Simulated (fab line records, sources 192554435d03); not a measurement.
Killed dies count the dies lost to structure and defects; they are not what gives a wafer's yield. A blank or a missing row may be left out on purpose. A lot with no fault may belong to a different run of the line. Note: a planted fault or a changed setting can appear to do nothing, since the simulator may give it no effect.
fab line records	flow n5-finfet
[record] lots = 9	wafers = 27	last-day = 18
route steps=1938 shown BEOL_M2@860 BEOL_M4@1111 PASSIVATION@1936
lots with no fault: from the same line, run without faults
start-h: hours from the record's first day to the start of the lot's first wafer shown	wait-h: how many hours have passed since the lot's step before this one	" repeats the value in the row above	L1.1+2: a row that stands for several wafers	- no value, or no start was given	* or withheld: withheld	< > ~ a bound
route shown NAME@n: NAME is a module with steps in the file, n the number in the route of the first one	usual: average and standard deviation across the fault-free wafers	same: alike in all rows	chamber/n: place in a boat	sites: the reading at each site	_std_site: standard deviation of those values	_edge_site: mean of outer sites minus mean of inner sites	radius-mm: how far each site lies from the wafer's centre	mask NAME#n: copy n	behind: the most recent tool/chamber to have shaped the wafer	hold: the reason the lot was held/the length of the hold in hours/how it ended	device: whichever transistor did not switch (one of n, p or np)	end of line: the route-end tests of the same wafers	where a step has no rows: the recipe by itself	killed: the dies lost at the first sort to structure and to defects; this is not the yield of the wafer	map: per-die view of a wafer (x killed, . not killed, _ where there is no die)
set.NAME: the setting the step ran with; set.NAME@STEP: the setting that earlier step ran with	model.NAME: the simulator's own value behind a step, which no gauge read
a sample of lots followed through the steps of the route, with each step as a table and each wafer as a row
services: a tool's chamber out of use, with start hour (start-h, from the record's first day; less than 0 if before it), hours out, and reason
[[steps]]
[step N5_BEOL_M2_ETCH_64]
[recipe] chemistry = N2/H2	target = SOC	target-depth-a = 750	overetch-a = 225	mask-material = SiARC	temp-c = 40	time-s = 121.9	ion-energy-ev = 200	pressure-mtorr = 30	source-w = 840	bias-w = 150	n2-flow-sccm = 200	h2-flow-sccm = 200
[usual] chamber-pressure-mTorr = 30.004/0.03	drypump-motor-current-A = 5.7/0.44	oes-product-au = 0.60/0.056	rf-vpp-V = 524.8/2.9	showerhead-plenum-p-Torr = 2.57/0.1	throttle-valve-pct = 17.84/0.28
lot.wafer	tool	chamber	start-h	wait-h	chamber-pressure-mTorr	drypump-motor-current-A	oes-product-au	rf-hours-counter-h	rf-vpp-V	showerhead-plenum-p-Torr	throttle-valve-pct
L412.2	rie-diel-06	1	147.29	0.0	29.987	5.0	0.70	8	521.8	2.48	17.47
L412.4	"	2	"	"	30.026	5.5	0.57	166	526.0	2.64	18.18
L412.5	"	0	"	"	29.983	5.7	0.70	-	521.9	2.50	17.58
L413.3	rie-diel-01	0	150.34	0.0	30.026	5.7	0.58	167	519.7	2.43	18.01
L413.5	"	2	"	"	29.948	5.0	0.54	-	526.6	2.62	18.18
L413.6	"	1	"	"	30.032	5.6	0.65	-	528.7	2.70	17.54
L416.2	rie-diel-01	1	168.69	0.0	29.954	5.6	0.64	49	528.4	2.70	17.56
L416.5	"	1	"	"	29.998	5.6	0.65	-	528.6	2.70	17.55
L416.6	"	0	"	"	30.032	5.7	0.56	-	520.2	2.43	18.04
L417.1	rie-diel-01	0	173.89	0.0	30.009	5.6	0.57	177	520.5	2.42	18.03
L417.2	"	2	"	"	29.983	5.0	0.53	236	525.0	2.61	18.20
L417.3	"	1	"	"	30.020	5.6	0.64	51	529.5	2.70	17.56
L418.1	rie-diel-06	2	190.94	0.0	29.972	5.4	0.56	178	527.1	2.63	18.19
L418.3	"	3	"	"	30.050	6.4	0.58	136	523.4	2.55	18.23
L418.5	"	1	"	"	30.028	5.0	0.69	-	522.9	2.48	17.48
L422.3	rie-diel-06	2	208.88	0.0	29.988	5.4	0.55	184	526.6	2.63	18.21
L422.4	"	3	"	"	29.975	6.4	0.58	142	522.9	2.55	18.26
L422.5	"	2	"	"	30.043	5.4	0.56	-	526.8	2.63	18.20
L427.3	rie-diel-06	2	238.74	0.0	30.039	5.4	0.55	194	526.0	2.63	18.21
L427.4	"	1	"	"	30.018	5.0	0.66	35	521.4	2.47	17.52
L427.6	"	1	"	"	30.030	5.0	0.66	-	524.4	2.47	17.52
L431.1	rie-diel-02	0	258.05	0.0	30.026	5.5	0.69	21	528.8	2.71	17.50
L431.2	"	2	"	"	30.049	6.1	0.58	135	527.8	2.65	17.70
L431.3	"	1	"	"	30.000	6.5	0.53	243	525.6	2.62	18.04
L433.1	rie-diel-02	0	279.89	0.0	30.046	5.5	0.68	29	529.2	2.70	17.54
L433.3	"	2	"	"	29.960	6.1	0.57	143	525.9	2.65	17.73
L433.6	"	0	"	"	30.030	5.5	0.68	-	527.7	2.70	17.52
[step N5_BEOL_M2_CD_MEAS_28]
[recipe] target-cd-nm = 26.2	landing-energy-ev = 500	detector = se-inlens	target-cd-y-nm = 24.1	polarity = opening
[usual] cd-nm = 26.16/0.23
lot.wafer	tool	chamber	start-h	wait-h	cd-nm
L412.2	cd-sem-01	0	148.02	-	26.26
L412.4	"	0	"	"	26.26
L412.5	"	0	"	"	26.16
L413.3	cd-sem-02	0	151.02	-	26.04
L413.5	"	0	"	"	26.39
L413.6	"	0	"	"	25.97
L416.2	cd-sem-02	0	169.36	-	25.97
L416.5	"	0	"	"	25.84
L416.6	"	0	"	"	26.17
L417.1	cd-sem-03	0	174.56	-	26.49
L417.2	"	0	"	"	26.07
L417.3	"	0	"	"	26.52
L418.1	cd-sem-02	0	191.74	-	25.74
L418.3	"	0	"	"	25.85
L418.5	"	0	"	"	26.08
L422.3	cd-sem-01	0	209.77	-	26.44
L422.4	"	0	"	"	26.20
L422.5	"	0	"	"	26.38
L427.3	cd-sem-03	0	239.54	-	25.90
L427.4	"	0	"	"	26.53
L427.6	"	0	"	"	26.15
L431.1	cd-sem-01	0	258.85	-	26.26
L431.2	"	0	"	"	26.33
L431.3	"	0	"	"	26.12
L433.1	cd-sem-01	0	280.56	-	26.11
L433.3	"	0	"	"	25.81
L433.6	"	0	"	"	25.73
[step N5_BEOL_M2_OVL_MEAS_29]
[recipe] points-per-wafer = 522
[usual] V1_OVL = -0.7/0.76
lot.wafer	tool	chamber	start-h	wait-h	V1_OVL[nm]
L412.2	overlay-02	0	148.06	0.0	-2.1
L412.4	"	0	"	"	-1.2
L412.5	"	0	"	"	-0.9
L413.3	overlay-02	0	151.06	0.0	0.7
L413.5	"	0	"	"	1.1
L413.6	"	0	"	"	-0.8
L416.2	overlay-01	0	169.40	0.0	0.4
L416.5	"	0	"	"	-0.4
L416.6	"	0	"	"	-0.4
L417.1	overlay-01	0	174.59	0.0	-1.5
L417.2	"	0	"	"	0.0
L417.3	"	0	"	"	-0.5
L418.1	overlay-01	0	191.77	0.0	-1.0
L418.3	"	0	"	"	0.2
L418.5	"	0	"	"	-0.8
L422.3	overlay-01	0	209.81	0.0	-0.1
L422.4	"	0	"	"	-0.8
L422.5	"	0	"	"	-0.3
L427.3	overlay-02	0	239.58	0.0	-0.8
L427.4	"	0	"	"	-1.8
L427.6	"	0	"	"	-2.0
L431.1	overlay-02	0	258.88	0.0	-0.2
L431.2	"	0	"	"	-0.7
L431.3	"	0	"	"	-1.6
L433.1	overlay-01	0	280.59	0.0	-1.4
L433.3	"	0	"	"	-1.6
L433.6	"	0	"	"	-1.9
[step N5_BEOL_M2_INSPECT_30]
[recipe] mode = adi	inspect-instrument = brightfield
[usual] raw-defect-count = 425/98
lot.wafer	tool	chamber	start-h	wait-h	raw-defect-count
L412.2	defect-inspect-01	-	148.11	0.0	558
L412.4	"	-	"	"	378
L412.5	"	-	"	"	464
L413.3	defect-inspect-02	-	151.11	0.0	375
L413.5	"	-	"	"	402
L413.6	"	-	"	"	396
L416.2	defect-inspect-02	-	169.45	0.0	431
L416.5	"	-	"	"	408
L416.6	"	-	"	"	296
L417.1	defect-inspect-02	-	174.65	0.1	430
L417.2	"	-	"	"	426
L417.3	"	-	"	"	704
L418.1	defect-inspect-01	-	191.82	0.1	285
L418.3	"	-	"	"	382
L418.5	"	-	"	"	410
L422.3	defect-inspect-02	-	209.85	0.0	264
L422.4	"	-	"	"	318
L422.5	"	-	"	"	296
L427.3	defect-inspect-02	-	239.63	0.0	591
L427.4	"	-	"	"	1855
L427.6	"	-	"	"	1766
L431.1	defect-inspect-01	-	258.95	0.1	683
L431.2	"	-	"	"	514
L431.3	"	-	"	"	453
L433.1	defect-inspect-01	-	280.65	0.1	487
L433.3	"	-	"	"	417
L433.6	"	-	"	"	419
[step N5_BEOL_M2_ETCH_70]
[recipe] chemistry = N2/H2	target = SOC	target-depth-a = 800	overetch-a = 240	mask-material = SiARC	temp-c = 40	time-s = 130	ion-energy-ev = 200	pressure-mtorr = 30	source-w = 840	bias-w = 150	n2-flow-sccm = 200	h2-flow-sccm = 200
[usual] chamber-pressure-mTorr = 30.00/0.03	drypump-motor-current-A = 5.8/0.44	oes-product-au = 0.58/0.055	rf-vpp-V = 524.6/2.8	showerhead-plenum-p-Torr = 2.57/0.099	throttle-valve-pct = 17.85/0.29
lot.wafer	tool	chamber	start-h	wait-h	chamber-pressure-mTorr	drypump-motor-current-A	oes-product-au	rf-hours-counter-h	rf-vpp-V	showerhead-plenum-p-Torr	throttle-valve-pct
L412.2	rie-diel-01	3	156.69	0.0	29.98	6.2	0.58	120	528.0	2.66	17.81
L412.4	"	0	"	"	29.97	5.7	0.55	169	520.5	2.43	18.02
L412.5	"	3	"	"	30.03	6.2	0.57	-	527.8	2.66	17.82
L413.3	rie-diel-01	1	159.43	0.0	29.99	5.6	0.64	45	527.0	2.70	17.54
L413.5	"	1	"	"	30.01	5.6	0.63	-	526.0	2.70	17.56
L413.6	"	0	"	"	29.96	5.6	0.55	-	521.2	2.43	18.05
L416.2	rie-diel-06	3	179.01	0.0	30.05	6.4	0.56	132	525.8	2.56	18.23
L416.5	"	3	"	"	29.98	6.4	0.56	-	525.2	2.56	18.25
L416.6	"	2	"	"	29.99	5.4	0.54	-	526.7	2.64	18.18
L417.1	rie-diel-06	2	184.49	0.0	29.99	5.4	0.54	176	526.4	2.64	18.18
L417.2	"	0	"	"	29.99	5.7	0.66	24	522.5	2.49	17.63
L417.3	"	1	"	"	30.00	5.0	0.66	18	522.2	2.48	17.49
L418.1	rie-diel-01	0	195.96	0.0	30.02	5.7	0.54	187	519.7	2.42	18.05
L418.3	"	1	"	"	29.99	5.6	0.62	61	527.7	2.69	17.58
L418.5	"	3	"	"	30.03	6.2	0.57	-	526.7	2.66	17.84
L422.3	rie-diel-01	1	212.29	0.0	29.98	5.6	0.61	67	526.9	2.69	17.59
L422.4	"	2	"	"	30.00	5.0	0.52	243	525.3	2.61	18.21
L422.5	"	1	"	"	29.99	5.6	0.61	-	527.4	2.69	17.59
L427.3	rie-diel-06	1	248.14	0.0	29.99	5.0	0.63	40	522.7	2.47	17.55
L427.4	"	0	"	"	30.00	5.7	0.63	46	524.1	2.48	17.64
L427.6	"	2	"	"	29.96	5.4	0.53	-	526.3	2.63	18.23
L431.1	rie-diel-01	3	262.98	0.0	30.19	6.2	0.55	163	525.3	2.64	17.89
L431.2	"	0	"	"	30.01	5.7	0.52	219	519.1	2.41	18.10
L431.3	"	1	"	"	29.99	5.6	0.59	93	527.2	2.68	17.63
L433.1	rie-diel-02	0	282.40	0.0	29.95	5.5	0.65	30	528.8	2.70	17.50
L433.3	"	3	"	"	29.97	5.9	0.53	167	521.5	2.43	17.64
L433.6	"	3	"	"	30.01	5.9	0.54	-	519.9	2.43	17.66
[step N5_BEOL_M4_RC_MEAS_101]
[usual] DIBL_N = 36.5/1.4	DIBL_P = 36.6/1.6	IOFF_N = 0.160/0.024	IOFF_P = 0.217/0.029	ION_N = 674/8.7	ION_P = 464/6.5	SS_N = 71.6/0.47	SS_P = 73.4/0.57	VT_N = 250.0/2.5	VT_P = -250/3.1
lot.wafer	tool	chamber	start-h	wait-h	DIBL_N[mV/V]	DIBL_P[mV/V]	IOFF_N[nA/um]	IOFF_P[nA/um]	ION_N[uA/um]	ION_P[uA/um]	SS_N[mV/dec]	SS_P[mV/dec]	VT_N[mV]	VT_P[mV]
L412.2	prober-01	0	185.60	0.2	36.9	37.8	0.177	0.222	669	460	71.7	73.2	248.6	-249
L412.4	"	0	"	"	34.8	34.3	0.138	0.175	678	463	70.9	73.1	253.1	-252
L412.5	"	0	"	"	37.4	37.7	0.188	0.220	690	466	71.8	74.0	247.8	-250
L413.3	prober-02	0	193.68	0.3	34.9	35.5	0.155	0.228	680	471	71.6	73.5	249.3	-249
L413.5	"	0	"	"	33.5	33.6	0.128	0.191	667	466	71.3	72.9	252.2	-252
L413.6	"	0	"	"	35.1	36.0	0.159	0.224	687	471	72.0	73.1	249.7	-247
L416.2	prober-01	0	212.97	0.2	36.2	36.6	0.161	0.244	670	472	71.7	74.0	248.0	-245
L416.5	"	0	"	"	35.4	34.5	0.140	0.202	670	462	71.5	72.5	250.6	-246
L416.6	"	0	"	"	36.4	37.0	0.168	0.238	679	470	71.6	73.5	248.6	-246
L417.1	prober-01	0	216.01	0.0	38.3	38.1	0.188	0.269	683	473	71.7	74.7	248.0	-245
L417.2	"	0	"	"	35.9	33.7	0.130	0.193	663	467	71.6	72.2	253.9	-249
L417.3	"	0	"	"	37.5	36.4	0.166	0.238	663	462	72.2	73.8	250.4	-250
L418.1	prober-01	0	227.21	0.0	36.3	37.3	0.169	0.261	678	474	71.1	74.2	248.6	-245
L418.3	"	0	"	"	37.1	37.9	0.187	0.267	673	474	72.0	73.4	245.1	-243
L418.5	"	0	"	"	36.9	37.7	0.176	0.256	689	474	71.9	73.4	248.4	-244
L422.3	prober-01	0	244.15	0.3	35.7	35.4	0.134	0.212	666	469	70.7	72.5	251.2	-249
L422.4	"	0	"	"	37.9	37.3	0.174	0.239	681	465	72.1	73.1	249.5	-246
L422.5	"	0	"	"	36.0	35.4	0.140	0.210	675	468	71.0	72.9	249.9	-249
L427.3	prober-02	0	270.46	0.3	35.3	34.2	0.112	0.167	653	454	71.0	72.3	253.4	-255
L427.4	"	0	"	"	36.1	35.6	0.127	0.185	663	462	71.2	73.1	254.9	-252
L427.6	"	0	"	"	35.7	35.5	0.127	0.185	666	462	71.4	73.3	253.7	-252
L431.1	prober-01	0	286.38	0.0	35.9	35.8	0.153	0.224	681	465	71.5	73.0	249.2	-249
L431.2	"	0	"	"	34.7	34.1	0.133	0.208	670	466	70.7	73.3	252.9	-246
L431.3	"	0	"	"	35.5	34.8	0.139	0.221	662	465	71.4	73.3	250.5	-246
L433.1	prober-02	0	304.14	0.0	37.0	36.3	0.169	0.218	677	459	72.2	72.9	249.2	-251
L433.3	"	0	"	"	36.4	36.3	0.166	0.213	682	464	71.4	74.0	247.6	-252
L433.6	"	0	"	"	36.7	36.4	0.173	0.222	680	464	72.0	73.8	247.2	-249
[step N5_PASSIVATION_PROBE_49]
[usual] defect-limited-yield = 91.2/1.4	killed_at_M0_to_M3 = 34/9.4	killed_at_M4_up = 13/5.8	killed-at-contacts = 13/6.4	killed-at-front-end = 41/11	killed-at-other = 3.1/2.3	killed-dies = 103/16	killed-open = 69/12	killed-short = 33/7.8	sort_bin_5_function = 5.1/0.91	sort_bin_6_memory = 3.3/0.63	sort-n-pass = 1077/16	sort-yield-pct = 91.2/1.4
[same] gross-dies = 1180	killed-at-back-side = 0	sort_bin_4_leakage[%] = 0	sort_bin_8_speed[%] = 0
lot.wafer	tool	chamber	start-h	wait-h	defect-limited-yield[%]	killed_at_M0_to_M3	killed_at_M4_up	killed-at-contacts	killed-at-front-end	killed-at-other	killed-dies	killed-open	killed-short	sort_bin_5_function[%]	sort_bin_6_memory[%]	sort-n-pass	sort-yield-pct[%]
L427.3	prober-01	-	426.02	0.1	90.9	28	8	6	59	6	107	72	35	5.7	3.2	1073	90.9
L427.4	prober-01	-	426.07	0.2	78.3	191	16	2	42	5	256	52	40	11.9	5.6	924	78.3
L427.6	prober-01	-	426.17	0.3	78.6	194	7	6	42	3	252	60	29	13.0	3.5	928	78.6
// killed by level:class
L427.3 FIN_SAQP:geometric-particle:open=23 FIN_SAQP:geometric-particle:short=11 BEOL_M2:geometric-particle:open=9 STI_FIN_REVEAL:geometric-particle:open=8 BEOL_M1:geometric-particle:open=8 MOL_CONTACT_COAG:geometric-particle:open=6 DUMMY_GATE:geometric-particle:short=4 DUMMY_GATE:geometric-particle:open=4
L427.4 BEOL_M2:unspecified=161 FIN_SAQP:geometric-particle:short=11 FIN_SAQP:geometric-particle:open=9 GATE_CUT:geometric-particle:short=6 BEOL_M0_SAQP:geometric-particle:open=6 BEOL_M4:geometric-particle:open=5 BEOL_M2:geometric-particle:open=5 BEOL_M0_SAQP:geometric-particle:short=5
L427.6 BEOL_M2:unspecified=159 FIN_SAQP:geometric-particle:open=14 BEOL_M0_SAQP:geometric-particle:open=9 BEOL_M2:geometric-particle:open=8 GATE_CUT:geometric-particle:short=7 BEOL_M0_SAQP:geometric-particle:short=6 MOL_CONTACT_COAG:geometric-particle:open=5 BEOL_M1:geometric-particle:open=5
[[services]]
tool	chamber	start-h	hours	kind
rie-diel-06	-	152.14	4.3	pm
rie-diel-02	-	161.27	0.4	repair
rie-diel-02	0	168.03	-	clean
rie-diel-02	0	168.03	-	consumable-replace:focus-ring
rie-diel-02	0	168.03	-	consumable-replace:showerhead
rie-diel-02	0	168.03	16.3	scheduled-down
rie-diel-02	0	168.03	16.3	vent-cycle
rie-diel-01	2	185.30	17.7	repair
rie-diel-02	1	195.81	5.5	repair
rie-diel-02	3	198.03	6.0	repair
rie-diel-01	2	231.57	-	clean
rie-diel-01	2	231.57	-	consumable-replace:focus-ring
rie-diel-01	2	231.57	32.8	scheduled-down
rie-diel-01	2	231.57	32.8	vent-cycle
rie-diel-02	-	241.53	15.6	pm
rie-diel-06	1	266.28	23.2	repair
rie-diel-02	1	277.02	-	clean
rie-diel-02	1	277.02	-	consumable-replace:focus-ring
rie-diel-02	1	277.02	15.9	scheduled-down
rie-diel-02	1	277.02	15.9	vent-cycle
[[key]]
[first-sign] step = N5_BEOL_M2_INSPECT_30	reading = raw-defect-count	direction = up	sigmas = 14	usual = 425	struck = 1810
[effect] step = N5_PASSIVATION_PROBE_49	reading = killed_at_M0_to_M3	direction = up	sigmas = 17	usual = 34	struck = 192
[more-kills-born-at] N5_BEOL_M2_ETCH_64@rie-diel-06 = 320
met-at N5_BEOL_M2_ETCH_64
struck-lots L427
struck-wafers L427.4,L427.6
not-acting-at N5_BEOL_M2_CD_MEAS_28,N5_BEOL_M2_OVL_MEAS_29,N5_BEOL_M2_ETCH_70
onset-between 190.94 238.74
[fault] kind = chamber-particle-source	tool = rie-diel-06	chamber = 1	onset-h = 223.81	steps = N5_BEOL_M2_ETCH_64	rate-per-visit-cm2 = 1.9306	end-h = 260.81
